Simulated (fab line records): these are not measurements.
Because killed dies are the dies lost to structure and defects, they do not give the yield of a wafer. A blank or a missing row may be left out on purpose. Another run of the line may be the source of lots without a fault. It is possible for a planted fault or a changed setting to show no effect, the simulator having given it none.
fab line records	flow nandHarc
record lots=24	wafers=72	lastDay=33
route steps=1302 shown A_WL_FILL@952 A_CONTACT@997
lots with no fault: from the same line, run without faults
startH: the number of hours between the record's first day and the start of the first shown wafer of the lot	waitH: how many hours have passed since the lot's step before this one	" identical to the entry in the row above	L1.1+2: several wafers, shown together as one row	- no value, or no start was given	* or withheld: withheld	< > ~ a bound
route shown NAME@n: a module of which the file shows steps, and the number in the route of the first	usual: average and standard deviation across the fault-free wafers	same: alike in all rows	chamber/n: place in a boat	sites: readings site by site	_std_site: how widely they spread, as a standard deviation	_edge_site: outer sites' mean less inner sites'	radiusMm: for every site, how far away it sits from the centre of the wafer	mask NAME#n: copy n	behind: the most recent tool/chamber to have shaped the wafer	hold: cause of the lot's hold/its duration in hours/its outcome	device: transistor that didn't switch, given as n, p or np	end of line: the tests these same wafers got at the end of their route	where a step has no rows: the recipe by itself	killed: the dies lost at the first sort to structure and to defects; this is not the yield of the wafer	map: per-die view of a wafer (x killed, . not killed, _ where there is no die)
set.NAME: the setting that was run; set.NAME@STEP: the one run at that earlier step	model.NAME: the simulator's own value behind a step, which no gauge read
the route's steps for a sample of lots (tables are steps, rows are wafers)
services: when a tool's chamber went out of use (startH, in hours from the record's first day, below 0 if earlier), for how many hours, and the reason
## steps
# step NHARC_A_WL_FILL_ALD_00
# recipe targetThkA=30	pulseTimeS=3	aldCycles=30	tempC=300	material=Al2O3
# usual heaterPowerW=447/38	precursorPulseHeightRel=0.999/0.02
# same aldCycles=30
lot.wafer	tool	chamber	startH	waitH	heaterPowerW	precursorPulseHeightRel
L075.2	aldHk-02	0	466.93	0.1	493	0.999
L075.4	"	2	"	"	379	1.010
L075.3	"	3	"	"	431	0.980
L074.2	aldHk-02	1	471.34	0.1	506	1.015
L074.1	"	2	"	"	371	1.011
L074.6	"	1	"	"	500	1.014
L076.2	aldHk-03	1	483.39	1.0	505	0.972
L076.1	"	2	"	"	448	0.990
L076.5	"	1	"	"	498	0.993
L077.2	aldHk-03	2	483.55	1.1	456	0.999
L077.4	"	1	"	"	495	1.003
L077.6	"	3	"	"	405	1.022
L079.1	aldHk-02	2	502.66	0.1	381	0.996
L079.2	"	3	"	"	428	1.007
L079.5	"	1	"	"	493	1.005
L078.3	aldHk-01	2	504.73	0.1	415	1.024
L078.2	"	3	"	"	419	0.973
L078.6	"	1	"	"	410	1.019
L080.3	aldHk-01	3	519.74	0.1	402	1.010
L080.5	"	1	"	"	397	1.039
L080.6	"	2	"	"	420	0.982
L081.3	aldHk-01	1	524.47	0.1	400	1.005
L081.1	"	2	"	"	429	1.015
L081.6	"	0	"	"	499	0.994
L082.1	aldHk-01	2	552.63	0.1	419	1.038
L082.3	"	3	"	"	424	0.986
L082.5	"	2	"	"	425	1.024
L084.3	aldHk-02	1	560.79	0.1	466	1.008
L084.5	"	3	"	"	435	1.021
L084.6	"	0	"	"	482	0.978
L083.2	aldHk-02	1	564.41	0.1	465	0.994
L083.1	"	0	"	"	471	1.049
L083.5	"	2	"	"	375	0.990
L085.3	aldHk-01	1	568.28	0.1	411	0.991
L085.5	"	0	"	"	501	0.990
L085.6	"	1	"	"	406	0.981
L086.3	aldHk-03	3	592.66	0.1	448	0.987
L086.2	"	2	"	"	456	0.939
L086.6	"	0	"	"	430	0.994
L089.4	aldHk-03	0	602.77	0.1	450	0.989
L089.3	"	2	"	"	470	0.996
L089.1	"	3	"	"	450	0.982
L087.1	aldHk-02	2	602.83	0.1	375	0.983
L087.6	"	0	"	"	477	1.005
L087.5	"	1	"	"	460	0.988
L090.3	aldHk-01	1	614.91	0.1	417	1.018
L090.2	"	2	"	"	430	1.024
L090.6	"	1	"	"	416	0.986
L088.4	aldHk-02	3	614.95	0.1	455	0.974
L088.5	"	2	"	"	379	0.979
L088.6	"	3	"	"	457	0.985
L091.2	aldHk-02	0	637.42	0.1	464	0.993
L091.3	"	2	"	"	382	0.977
L091.6	"	0	"	"	488	0.994
L092.1	aldHk-03	0	647.46	0.1	437	0.967
L092.6	"	2	"	"	473	0.986
L092.5	"	3	"	"	439	0.990
L093.2	aldHk-03	1	647.63	0.3	513	0.948
L093.3	"	2	"	"	470	0.994
L093.5	"	3	"	"	442	1.007
L094.3	aldHk-01	1	651.14	0.1	411	0.981
L094.1	"	3	"	"	413	0.961
L094.6	"	1	"	"	417	1.001
L095.1	aldHk-03	3	675.37	0.1	447	1.008
L095.4	"	0	"	"	445	0.983
L095.5	"	3	"	"	448	0.977
L096.1	aldHk-01	3	687.90	0.1	420	0.974
L096.4	"	0	"	"	490	1.001
L096.3	"	1	"	"	404	1.007
L097.4	aldHk-01	0	699.59	1.4	490	1.007
L097.2	"	2	"	"	421	1.010
L097.5	"	3	"	"	416	0.990
# step NHARC_A_WL_FILL_STRIP_27
# recipe powerW=1500	tempC=250	timeS=20	chemistry=N2/H2
# usual drypumpMotorCurrentA=5.7/0.53	heaterPowerW=307/30	rfReflPowerW=16/3.4
lot.wafer	tool	chamber	startH	waitH	drypumpMotorCurrentA	heaterPowerW	rfHoursCounterH	rfReflPowerW
L075.2	plasmaAsher-01	0	468.60	0.1	4.8	330	25	-
L075.4	"	0	"	"	4.8	322	-	-
L075.3	"	1	"	"	5.9	325	-	-
L074.1	plasmaAsher-01	1	473.12	0.1	5.9	316	25	21
L074.2	"	0	"	"	4.8	320	25	12
L074.6	"	0	"	"	4.8	328	-	11
L076.2	plasmaAsher-02	1	485.05	0.1	6.2	325	10	-
L076.1	"	0	"	"	5.9	247	10	-
L076.5	"	1	"	"	6.2	329	-	-
L077.2	plasmaAsher-01	0	485.27	0.2	4.8	330	27	-
L077.4	"	0	"	"	4.8	330	-	-
L077.6	"	0	"	"	4.8	321	-	-
L079.2	plasmaAsher-02	0	504.27	0.1	5.9	261	14	-
L079.1	"	1	"	"	6.2	329	14	-
L079.5	"	1	"	"	6.2	322	-	-
L078.2	plasmaAsher-01	0	506.36	0.1	4.8	324	33	12
L078.3	"	1	"	"	5.9	329	-	20
L078.6	"	0	"	"	4.8	321	-	12
L080.3	plasmaAsher-02	0	521.66	0.4	5.9	258	-	17
L080.6	"	0	"	"	5.9	255	-	17
L080.5	"	1	"	"	6.2	330	-	14
L081.1	plasmaAsher-02	1	526.11	0.2	6.2	323	20	15
L081.3	"	1	"	"	6.2	339	-	14
L081.6	"	0	"	"	5.9	254	-	19
L082.1	plasmaAsher-02	0	554.33	0.1	5.9	255	26	-
L082.3	"	0	"	"	5.9	254	-	-
L082.5	"	0	"	"	5.9	257	-	-
L084.3	plasmaAsher-01	1	562.47	0.2	5.8	330	-	20
L084.5	"	0	"	"	4.8	323	-	12
L084.6	"	1	"	"	5.8	336	-	20
L083.2	plasmaAsher-02	1	566.07	0.1	6.2	320	28	14
L083.1	"	0	"	"	5.9	255	28	18
L083.5	"	1	"	"	6.2	333	-	14
L085.3	plasmaAsher-01	0	570.29	0.2	4.8	322	-	11
L085.5	"	1	"	"	5.9	335	-	20
L085.6	"	0	"	"	4.8	320	-	11
L086.2	plasmaAsher-01	0	594.33	0.1	4.8	319	12	12
L086.3	"	0	"	"	4.8	323	-	12
L086.6	"	1	"	"	5.9	329	-	20
L089.1	plasmaAsher-02	1	604.44	0.1	6.2	336	37	-
L089.3	"	1	"	"	6.2	334	-	-
L089.4	"	0	"	"	5.9	254	-	-
L087.1	plasmaAsher-01	1	604.46	0.1	5.9	324	15	20
L087.6	"	0	"	"	4.8	324	-	12
L087.5	"	1	"	"	5.8	324	-	20
L090.2	plasmaAsher-02	0	616.59	0.1	5.9	263	0	-
L090.3	"	1	"	"	6.2	305	-	-
L090.6	"	0	"	"	5.9	266	-	-
L088.4	plasmaAsher-01	1	616.71	0.1	5.9	335	-	-
L088.5	"	1	"	"	5.9	327	-	-
L088.6	"	0	"	"	4.8	317	-	-
L091.2	plasmaAsher-01	1	639.20	0.2	5.9	337	21	21
L091.3	"	1	"	"	5.9	325	-	20
L091.6	"	0	"	"	4.8	326	-	11
L092.1	plasmaAsher-01	0	649.08	0.1	4.8	319	24	12
L092.6	"	0	"	"	4.8	321	-	12
L092.5	"	1	"	"	5.8	332	-	20
L093.2	plasmaAsher-02	0	649.40	0.1	5.9	262	7	18
L093.3	"	0	"	"	5.9	259	-	19
L093.5	"	0	"	"	5.9	257	-	19
L094.1	plasmaAsher-02	0	652.84	0.1	5.9	262	8	18
L094.3	"	1	"	"	6.2	322	-	14
L094.6	"	0	"	"	5.9	260	-	18
L095.1	plasmaAsher-01	1	677.03	0.1	5.8	332	31	-
L095.4	"	1	"	"	5.8	337	-	-
L095.5	"	1	"	"	5.8	338	-	-
L096.1	plasmaAsher-02	1	689.68	0.1	6.2	310	16	15
L096.4	"	1	"	"	6.2	311	-	14
L096.3	"	0	"	"	5.9	264	-	18
L097.2	plasmaAsher-02	0	701.27	0.1	5.9	262	19	18
L097.4	"	0	"	"	5.9	250	-	19
L097.5	"	1	"	"	6.2	314	-	15
# step NHARC_A_CONTACT_CD_MEAS_42
# recipe targetCdNm=300	landingEnergyEv=500
# usual cdNm=300.0/0.64
lot.wafer	tool	chamber	startH	waitH	cdNm
L074.1	cdSem-03	0	499.01	-	299.2
L074.2	"	0	"	"	299.6
L074.6	"	0	"	"	299.2
L075.2	cdSem-03	0	499.56	-	299.8
L075.3	"	0	"	"	298.8
L075.4	"	0	"	"	299.6
L076.1	cdSem-02	0	509.67	-	300.0
L076.2	"	0	"	"	300.1
L076.5	"	0	"	"	301.0
L077.2	cdSem-03	0	510.28	-	300.4
L077.4	"	0	"	"	299.8
L077.6	"	0	"	"	300.2
L078.2	cdSem-03	0	528.43	-	299.3
L078.3	"	0	"	"	300.0
L078.6	"	0	"	"	299.8
L079.1	cdSem-03	0	529.19	-	299.8
L079.2	"	0	"	"	300.2
L079.5	"	0	"	"	300.8
L080.3	cdSem-01	0	544.75	-	299.5
L080.5	"	0	"	"	299.6
L080.6	"	0	"	"	299.9
L081.1	cdSem-01	0	552.57	-	299.9
L081.3	"	0	"	"	300.3
L081.6	"	0	"	"	300.9
L082.1	cdSem-02	0	580.22	-	300.5
L082.3	"	0	"	"	300.8
L082.5	"	0	"	"	300.8
L084.3	cdSem-03	0	584.54	-	300.6
L084.5	"	0	"	"	299.8
L084.6	"	0	"	"	299.4
L083.1	cdSem-03	0	588.37	-	300.7
L083.2	"	0	"	"	301.2
L083.5	"	0	"	"	300.4
L085.3	cdSem-02	0	596.59	-	299.5
L085.5	"	0	"	"	300.0
L085.6	"	0	"	"	299.5
L086.2	cdSem-02	0	618.66	-	299.8
L086.3	"	0	"	"	300.1
L086.6	"	0	"	"	300.2
L089.1	cdSem-01	0	626.33	-	300.8
L089.3	"	0	"	"	301.4
L089.4	"	0	"	"	300.0
L087.1	cdSem-02	0	627.32	-	298.2
L087.5	"	0	"	"	299.2
L087.6	"	0	"	"	299.0
L088.4	cdSem-03	0	641.56	-	298.5
L088.5	"	0	"	"	300.1
L088.6	"	0	"	"	298.6
L090.2	cdSem-01	0	644.28	-	299.6
L090.3	"	0	"	"	299.3
L090.6	"	0	"	"	300.0
L091.2	cdSem-03	0	664.80	-	298.6
L091.3	"	0	"	"	300.0
L091.6	"	0	"	"	299.0
L093.2	cdSem-01	0	670.99	-	300.6
L093.3	"	0	"	"	299.8
L093.5	"	0	"	"	300.0
L092.1	cdSem-03	0	671.59	-	300.8
L092.5	"	0	"	"	301.0
L092.6	"	0	"	"	300.4
L094.1	cdSem-01	0	681.47	-	300.3
L094.3	"	0	"	"	300.5
L094.6	"	0	"	"	299.6
L095.1	cdSem-03	0	704.28	-	300.9
L095.4	"	0	"	"	299.1
L095.5	"	0	"	"	299.9
L096.1	cdSem-02	0	714.52	-	300.1
L096.3	"	0	"	"	299.6
L096.4	"	0	"	"	299.5
L097.2	cdSem-02	0	723.27	-	299.8
L097.4	"	0	"	"	299.7
L097.5	"	0	"	"	300.5
# step NHARC_A_CONTACT_OVL_MEAS_43
# usual overlayXNm=-0.3/0.64	overlayYNm=0.2/0.8
lot.wafer	tool	chamber	startH	waitH	overlayXNm	overlayYNm
L074.1	overlay-01	-	499.10	-	-0.5	1.3
L074.2	"	-	"	"	-0.9	0.8
L074.6	"	-	"	"	-1.0	0.5
L075.2	overlay-01	-	499.65	-	0.4	0.7
L075.3	"	-	"	"	1.0	0.4
L075.4	"	-	"	"	0.6	0.2
L076.1	overlay-02	-	509.76	-	-0.3	-0.9
L076.2	"	-	"	"	0.2	-0.8
L076.5	"	-	"	"	0.1	-1.1
L077.2	overlay-02	-	510.36	-	-0.4	-0.4
L077.4	"	-	"	"	-1.3	-0.4
L077.6	"	-	"	"	-1.1	-0.1
L078.2	overlay-01	-	528.51	-	-0.4	1.0
L078.3	"	-	"	"	-0.7	0.6
L078.6	"	-	"	"	-0.8	0.2
L079.1	overlay-01	-	529.28	-	-0.9	0.3
L079.2	"	-	"	"	0.0	0.3
L079.5	"	-	"	"	-0.3	0.5
L080.3	overlay-02	-	544.83	-	0.1	-0.8
L080.5	"	-	"	"	-0.3	-0.7
L080.6	"	-	"	"	-0.1	-1.2
L081.1	overlay-01	-	552.66	-	-0.9	1.2
L081.3	"	-	"	"	-0.8	1.5
L081.6	"	-	"	"	-0.8	1.3
L082.1	overlay-01	-	580.31	-	-0.8	0.4
L082.3	"	-	"	"	-1.7	0.3
L082.5	"	-	"	"	-1.1	0.7
L084.3	overlay-02	-	584.62	-	-0.6	-0.9
L084.5	"	-	"	"	-1.0	-0.8
L084.6	"	-	"	"	-0.6	-0.5
L083.1	overlay-02	-	588.45	-	0.3	0.0
L083.2	"	-	"	"	0.0	0.0
L083.5	"	-	"	"	0.0	-0.6
L085.3	overlay-02	-	596.67	-	-0.7	1.3
L085.5	"	-	"	"	-0.3	1.2
L085.6	"	-	"	"	0.0	1.5
L086.2	overlay-02	-	618.75	-	-0.4	0.0
L086.3	"	-	"	"	-0.1	0.5
L086.6	"	-	"	"	-0.4	0.2
L089.1	overlay-01	-	626.42	-	0.6	0.3
L089.3	"	-	"	"	0.1	0.4
L089.4	"	-	"	"	0.2	-0.2
L087.1	overlay-01	-	627.41	-	-0.3	0.0
L087.5	"	-	"	"	0.3	-0.1
L087.6	"	-	"	"	0.4	-0.6
L088.4	overlay-02	-	641.64	-	-1.3	1.4
L088.5	"	-	"	"	-0.2	0.9
L088.6	"	-	"	"	-0.8	1.2
L090.2	overlay-01	-	644.36	-	-0.3	1.1
L090.3	"	-	"	"	-0.1	1.1
L090.6	"	-	"	"	-0.4	0.9
L091.2	overlay-01	-	664.89	-	-1.5	0.6
L091.3	"	-	"	"	-1.3	0.2
L091.6	"	-	"	"	-1.1	0.0
L093.2	overlay-01	-	671.07	-	0.2	0.4
L093.3	"	-	"	"	0.7	-0.3
L093.5	"	-	"	"	0.8	-0.9
L092.1	overlay-01	-	671.68	-	-1.4	1.5
L092.5	"	-	"	"	-1.8	2.0
L092.6	"	-	"	"	-1.7	1.5
L094.1	overlay-01	-	681.55	-	0.2	0.4
L094.3	"	-	"	"	0.3	0.8
L094.6	"	-	"	"	0.8	0.8
L095.1	overlay-01	-	704.38	-	0.4	-0.1
L095.4	"	-	"	"	0.6	-0.4
L095.5	"	-	"	"	0.3	-0.3
L096.1	overlay-01	-	714.61	-	-0.5	-1.4
L096.3	"	-	"	"	-0.2	-1.5
L096.4	"	-	"	"	-1.0	-0.9
L097.2	overlay-02	-	723.36	-	0.1	-0.9
L097.4	"	-	"	"	-0.4	-0.6
L097.5	"	-	"	"	-0.1	-1.4
# step NHARC_A_CONTACT_ETCH_119
# recipe sourceW=withheld	pressureMtorr=20	biasV=3000	timeS=190	targetDepthA=18500	arFlowSccm=withheld	c4f8FlowSccm=withheld	o2FlowSccm=withheld	chemistry=C4F8/O2/Ar
lot.wafer	tool	chamber	startH	waitH	rfHoursCounterH
L074.1	harCapEtch-03	0	503.25	0.2	42
L074.2	"	1	"	"	42
L074.6	"	1	"	"	-
L075.2	harCapEtch-02	0	505.15	0.1	82
L075.3	"	0	"	"	-
L075.4	"	1	"	"	-
L076.2	harCapEtch-02	0	513.64	0.2	85
L076.1	"	1	"	"	85
L076.5	"	1	"	"	-
L077.2	harCapEtch-03	1	514.86	0.2	46
L077.4	"	1	"	"	-
L077.6	"	0	"	"	-
L078.2	harCapEtch-01	0	532.21	0.1	4
L078.3	"	0	"	"	-
L078.6	"	1	"	"	-
L079.2	harCapEtch-02	0	532.76	0.1	92
L079.1	"	1	"	"	92
L079.5	"	1	"	"	-
L080.3	harCapEtch-03	0	548.44	0.3	-
L080.6	"	1	"	"	-
L080.5	"	0	"	"	-
L081.1	harCapEtch-01	1	556.01	0.1	8
L081.3	"	0	"	"	-
L081.6	"	0	"	"	-
L082.1	harCapEtch-03	0	584.13	0.2	59
L082.3	"	1	"	"	-
L082.5	"	0	"	"	-
L084.3	harCapEtch-01	1	588.02	0.1	-
L084.5	"	0	"	"	-
L084.6	"	1	"	"	-
L083.2	harCapEtch-02	1	591.77	0.1	100
L083.1	"	0	"	"	100
L083.5	"	0	"	"	-
L085.3	harCapEtch-01	0	600.46	0.1	-
L085.6	"	1	"	"	-
L085.5	"	0	"	"	-
L086.2	harCapEtch-02	0	622.10	0.1	106
L086.3	"	1	"	"	-
L086.6	"	1	"	"	-
L089.1	harCapEtch-01	1	629.77	0.1	19
L089.3	"	0	"	"	-
L089.4	"	1	"	"	-
L087.1	harCapEtch-03	1	630.73	0.1	68
L087.5	"	1	"	"	-
L087.6	"	0	"	"	-
L088.4	harCapEtch-01	0	645.29	0.1	-
L088.5	"	1	"	"	-
L088.6	"	0	"	"	-
L090.2	harCapEtch-03	1	647.68	0.1	72
L090.3	"	0	"	"	-
L090.6	"	1	"	"	-
L091.2	harCapEtch-03	1	668.21	0.1	76
L091.3	"	1	"	"	-
L091.6	"	1	"	"	-
L093.2	harCapEtch-01	0	674.40	0.1	28
L093.3	"	0	"	"	-
L093.5	"	0	"	"	-
L092.1	harCapEtch-02	0	675.02	0.1	116
L092.5	"	1	"	"	-
L092.6	"	0	"	"	-
L094.1	harCapEtch-01	1	684.99	0.1	31
L094.3	"	0	"	"	-
L094.6	"	1	"	"	-
L095.1	harCapEtch-01	1	707.69	0.1	34
L095.4	"	1	"	"	-
L095.5	"	1	"	"	-
L096.1	harCapEtch-03	1	718.10	0.1	84
L096.3	"	0	"	"	-
L096.4	"	1	"	"	-
L097.2	harCapEtch-01	1	726.65	0.1	37
L097.4	"	1	"	"	-
L097.5	"	0	"	"	-
# step NHARC_A_CONTACT_ETCH_77
# recipe targetDepthA=1089	timeS=54.5	cf4FlowSccm=100	chf3FlowSccm=30	arFlowSccm=0	rfW=500	biasW=200	chemistry=CF4/CHF3
# usual chf3FlowSccm=30.00/0.086	drypumpMotorCurrentA=5.6/0.44	oesProductAu=0.935/0.018	rfFwdPowerW=494.3/2.2	rfVppV=369.9/2.1	showerheadPlenumPTorr=1.55/0.061	throttleValvePct=16.802/0.0098
lot.wafer	tool	chamber	startH	waitH	chf3FlowSccm	drypumpMotorCurrentA	oesProductAu	rfFwdPowerW	rfHoursCounterH	rfVppV	showerheadPlenumPTorr	throttleValvePct
L074.1	rieDiel-04	0	-	-	30.03	5.5	0.926	492.1	25	369.7	1.53	16.811
L074.2	"	2	"	"	29.88	5.7	0.948	491.4	26	369.7	1.56	16.812
L074.6	"	0	"	"	30.02	5.5	0.932	493.6	-	369.9	1.53	16.807
L075.3	rieDiel-04	2	-	-	29.94	5.7	0.954	492.6	27	369.0	1.56	16.803
L075.2	"	3	"	"	30.04	5.7	0.940	495.0	24	369.1	1.56	16.791
L075.4	"	0	"	"	29.97	5.5	0.937	496.5	26	368.1	1.53	16.816
L076.1	rieDiel-04	3	-	-	30.08	5.7	0.928	495.2	25	369.3	1.56	16.797
L076.2	"	0	"	"	30.12	5.5	0.933	492.0	27	367.4	1.53	16.810
L076.5	"	0	"	"	30.06	5.4	0.928	492.5	-	369.1	1.53	16.793
L077.2	rieDiel-04	1	-	-	29.95	5.2	0.912	495.5	30	366.8	1.49	16.813
L077.4	"	2	"	"	30.03	5.7	0.942	493.6	30	370.4	1.56	16.811
L077.6	"	0	"	"	29.98	5.5	0.928	493.0	-	369.1	1.53	16.794
L078.2	rieDiel-13	0	-	-	30.01	6.5	0.921	494.6	4	369.0	1.53	16.785
L078.3	"	1	"	"	29.90	4.8	0.923	496.1	4	368.4	1.52	16.815
L078.6	"	3	"	"	30.14	5.2	0.922	493.6	-	374.3	1.68	16.808
L079.1	rieDiel-11	1	-	-	29.86	6.3	0.930	494.9	32	369.8	1.55	16.806
L079.2	"	0	"	"	30.07	6.0	0.939	494.6	35	374.0	1.66	16.815
L079.5	"	1	"	"	29.95	6.3	0.932	495.6	-	369.9	1.55	16.803
L080.3	rieDiel-04	2	-	-	30.03	5.7	0.988	492.0	3	371.7	1.55	16.787
L080.5	"	1	"	"	30.02	5.2	0.957	493.2	-	367.1	1.49	16.795
L080.6	"	2	"	"	30.12	5.7	0.990	490.3	-	368.8	1.55	16.811
L081.1	rieDiel-04	0	-	-	30.03	5.5	0.958	492.1	4	367.9	1.53	16.818
L081.3	"	1	"	"	30.00	5.2	0.980	494.0	4	367.0	1.49	16.810
L081.6	"	0	"	"	29.90	5.4	0.969	496.7	-	368.1	1.53	16.803
L082.1	rieDiel-11	1	-	-	29.95	6.3	0.913	496.9	51	368.9	1.54	16.805
L082.3	"	2	"	"	30.09	5.3	0.935	494.0	51	369.1	1.51	16.799
L082.5	"	3	"	"	30.10	6.2	0.916	496.1	-	372.9	1.67	16.809
L084.3	rieDiel-13	2	-	-	30.13	5.6	0.939	492.3	24	367.9	1.50	16.801
L084.6	"	2	"	"	29.97	5.6	0.939	491.3	-	369.5	1.50	16.787
L084.5	"	3	"	"	29.90	5.2	0.919	494.9	-	374.6	1.67	16.808
L083.2	rieDiel-04	3	-	-	30.21	5.7	0.919	495.8	10	369.8	1.56	16.797
L083.1	"	0	"	"	29.99	5.5	0.963	492.7	9	369.9	1.53	16.813
L083.5	"	2	"	"	30.08	5.7	0.941	488.7	-	369.8	1.55	16.818
L085.3	rieDiel-13	0	-	-	30.07	6.5	0.914	497.6	25	368.6	1.52	16.811
L085.5	"	1	"	"	30.02	4.8	0.926	492.6	-	369.3	1.52	16.811
L085.6	"	2	"	"	29.93	5.6	0.927	494.2	-	367.2	1.50	16.793
L086.3	rieDiel-11	0	-	-	30.10	6.0	0.956	496.2	4	372.7	1.66	16.793
L086.2	"	2	"	"	30.07	5.3	0.972	492.5	3	368.8	1.50	16.785
L086.6	"	0	"	"	30.05	6.0	0.955	495.7	-	373.6	1.66	16.782
L089.1	rieDiel-04	3	-	-	30.02	5.7	0.921	493.8	16	370.1	1.56	16.801
L089.4	"	0	"	"	30.07	5.4	0.912	495.1	13	368.9	1.53	16.796
L089.3	"	1	"	"	29.80	5.2	0.907	493.7	13	369.4	1.48	16.792
L087.1	rieDiel-11	3	-	-	30.05	6.2	0.926	495.7	6	372.1	1.67	16.794
L087.5	"	0	"	"	30.07	6.0	0.919	496.2	-	372.6	1.65	16.799
L087.6	"	1	"	"	29.91	6.3	0.924	495.3	-	369.6	1.54	16.802
L088.4	rieDiel-13	1	-	-	29.99	4.8	0.931	496.4	38	369.5	1.51	16.797
L088.5	"	3	"	"	29.97	5.2	0.922	494.2	-	373.3	1.67	16.806
L088.6	"	0	"	"	29.95	6.5	0.919	497.6	-	368.3	1.52	16.796
L090.3	rieDiel-04	0	-	-	29.93	5.5	0.933	492.9	17	369.7	1.53	16.796
L090.2	"	1	"	"	29.95	5.2	0.917	492.2	17	369.0	1.48	16.804
L090.6	"	0	"	"	29.93	5.5	0.927	491.4	-	369.4	1.53	16.785
L091.3	rieDiel-04	1	-	-	30.02	5.2	0.916	493.8	21	368.8	1.48	16.824
L091.2	"	2	"	"	29.96	5.6	0.932	491.2	21	370.4	1.55	16.802
L091.6	"	0	"	"	29.96	5.5	0.919	494.5	-	368.4	1.53	16.832
L093.3	rieDiel-11	2	-	-	30.11	5.3	0.954	493.9	23	369.4	1.50	16.776
L093.2	"	0	"	"	29.88	6.0	0.956	497.2	24	372.8	1.65	16.813
L093.5	"	2	"	"	30.19	5.3	0.962	494.2	-	367.7	1.50	16.795
L092.1	rieDiel-04	1	-	-	30.17	5.2	0.925	492.0	21	367.9	1.48	16.802
L092.5	"	1	"	"	30.04	5.2	0.922	492.8	-	367.5	1.48	16.812
L092.6	"	2	"	"	29.84	5.7	0.938	490.9	-	370.9	1.55	16.787
L094.3	rieDiel-11	2	-	-	30.03	5.3	0.938	493.6	27	367.6	1.50	16.799
L094.1	"	3	"	"	29.98	6.2	0.918	494.9	26	374.4	1.66	16.813
L094.6	"	0	"	"	29.97	6.0	0.924	495.8	-	372.7	1.65	16.818
L095.4	rieDiel-13	2	-	-	29.96	5.6	0.968	495.0	4	367.9	1.49	16.812
L095.1	"	1	"	"	29.87	4.8	0.953	496.3	3	368.5	1.51	16.808
L095.5	"	3	"	"	29.95	5.2	0.956	492.0	-	374.0	1.66	16.804
L096.3	rieDiel-11	1	-	-	30.13	6.3	0.925	495.1	33	369.0	1.53	16.791
L096.1	"	2	"	"	30.01	5.3	0.931	493.8	34	368.1	1.50	16.806
L096.4	"	2	"	"	30.09	5.3	0.927	492.4	-	369.9	1.50	16.801
L097.2	rieDiel-13	3	-	-	29.83	5.3	0.934	494.1	7	373.5	1.66	16.791
L097.4	"	0	"	"	29.98	6.5	0.930	496.6	7	369.9	1.51	16.818
L097.5	"	2	"	"	29.83	5.6	0.926	496.7	-	368.0	1.49	16.809
## services
tool	chamber	startH	hours	kind
rieDiel-11	0	477.13	5.4	repair
rieDiel-11	-	480.17	0.7	repair
rieDiel-11	2	485.48	1.2	repair
rieDiel-04	3	496.33	4.9	repair
harCapEtch-01	-	499.38	17.0	pm
plasmaAsher-02	-	509.17	0.6	repair
rieDiel-04	-	516.83	0.2	repair
plasmaAsher-01	-	519.00	9.0	pm
aldHk-02	-	526.00	10.0	pm
rieDiel-11	0	544.89	2.9	repair
aldHk-03	-	568.69	10.0	pm
harCapEtch-03	-	586.65	1.4	repair
rieDiel-04	0	592.26	5.9	repair
aldHk-01	-	596.09	1.0	repair
plasmaAsher-02	-	605.32	9.0	pm
rieDiel-04	-	606.46	0.9	repair
rieDiel-11	-	609.72	9.0	pm
aldHk-02	-	638.90	0.8	repair
rieDiel-11	1	656.74	4.0	repair
aldHk-01	-	659.69	10.0	pm
plasmaAsher-01	-	696.00	9.0	pm
aldHk-02	-	704.00	10.0	pm
rieDiel-04	-	709.19	9.0	pm
plasmaAsher-01	-	718.90	10.2	repair
## key
fault none
